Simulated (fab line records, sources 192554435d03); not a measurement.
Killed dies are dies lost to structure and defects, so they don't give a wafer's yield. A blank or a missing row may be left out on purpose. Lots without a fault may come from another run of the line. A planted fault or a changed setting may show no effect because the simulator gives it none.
Split-lot experiment | flow n5_finfet | 7 lots, 21 wafers read, on a route of 1938 steps

THE SPLIT
At N5_PASSIVATION_EXPOSE_07 (exposes mask TV, defocus 0 nm, target cd 3000 nm), the setting dose_mj was moved away from the recipe's 22.75 on 5 of the 21 wafers read, by -5.1% to +4.5%. The other wafers ran this setting at the recipe's value.

FROM THE SPLIT TO THE READING: what the file shows between them, 3 steps
- N5_PASSIVATION_PEB_08
- N5_PASSIVATION_DEVELOP_09: develop time 60 s
- N5_PASSIVATION_HARDBAKE_11: time 120 s

THE READING
cd_nm, in nm, at N5_PASSIVATION_CD_MEAS_10 (target cd 3000 nm). Fault-free wafers of this fab line usually give 2999.6 nm, standard deviation 2.3 nm.

wafer  | tool, chamber at the split | dose_mj as run | against the recipe | cd_nm, nm | against lot-mates on the recipe
L080.2 | krf_scanner-02, 0          | 23.78          | +4.5%              | 3005.8    | +6.8
L080.3 | krf_scanner-02, 0          | 23.78          | +4.5%              | 3006.4    | +7.4
L080.6 | krf_scanner-02, 0          | 22.75          | recipe             | 2999.0    | -
L086.2 | krf_scanner-02, 0          | 21.6           | -5.1%              | 2989.5    | -8.7
L086.3 | krf_scanner-02, 0          | 22.75          | recipe             | 2996.8    | -
L086.5 | krf_scanner-02, 0          | 22.75          | recipe             | 2999.6    | -
L084.1 | krf_scanner-02, 0          | 22.75          | recipe             | 2997.9    | -
L084.4 | krf_scanner-02, 0          | 22.75          | recipe             | 2999.9    | -
L084.5 | krf_scanner-02, 0          | 22.75          | recipe             | 3000.5    | -
L087.4 | krf_scanner-01, 0          | 22.75          | recipe             | 3001.3    | -
L087.5 | krf_scanner-01, 0          | 21.85          | -4.0%              | 2988.7    | -12.2
L087.6 | krf_scanner-01, 0          | 22.75          | recipe             | 3000.6    | -
L088.1 | krf_scanner-02, 0          | 22.75          | recipe             | 2999.6    | -
L088.4 | krf_scanner-02, 0          | 22.75          | recipe             | 3001.2    | -
L088.5 | krf_scanner-02, 0          | 22.75          | recipe             | 2997.8    | -
L091.1 | krf_scanner-01, 0          | 22.75          | recipe             | 2997.7    | -
L091.3 | krf_scanner-01, 0          | 22.75          | recipe             | 2999.3    | -
L091.6 | krf_scanner-01, 0          | 22.75          | recipe             | 2998.9    | -
L096.1 | krf_scanner-02, 0          | 23.4           | +2.9%              | 3002.0    | +2.8
L096.5 | krf_scanner-02, 0          | 22.75          | recipe             | 2999.9    | -
L096.6 | krf_scanner-02, 0          | 22.75          | recipe             | 2998.6    | -

THE FIT
A straight line over all 21 wafers: cd_nm changes by +1.79 nm for each +1% of dose_mj; r = +0.93; the points scatter about the line by 1.5 nm.
The same after taking each lot's own level away (the mean of its wafers on the recipe; 21 wafers): +1.84 nm for each +1%; r = +0.93; scatter 1.6 nm.
On that fit, the largest move of dose_mj shifts the reading by 9.3 nm.
The lots' own levels span 2998.20 to 3000.95 nm, that is 1.2 times the standard deviation above.
So the lot-to-lot level changes the slope little: the two slopes agree.
Check: with one of the wafers moved furthest among these (-5.1%) left out of the fit, the line predicts -10.3 nm for it against its lot-mates. It came out at -8.7 nm against them.

OTHER SPLITS ON THESE WAFERS
These wafers also went through other splits before the reading. Each is held against what the fit with the lots' levels taken away leaves over:
other split on the same wafers | wafers away from the commonest value | r with cd_nm (lot level and that fit taken away)
N5_BEOL_M14_PEB_26 peb_temp_c  | 7                                    | -0.14
N5_BEOL_M14_DESCUM_33 time_s   | 6                                    | +0.17

THE FILE'S OWN FIT
cd_nm changes by +1.9 nm for each +1% of dose_mj, r = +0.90.
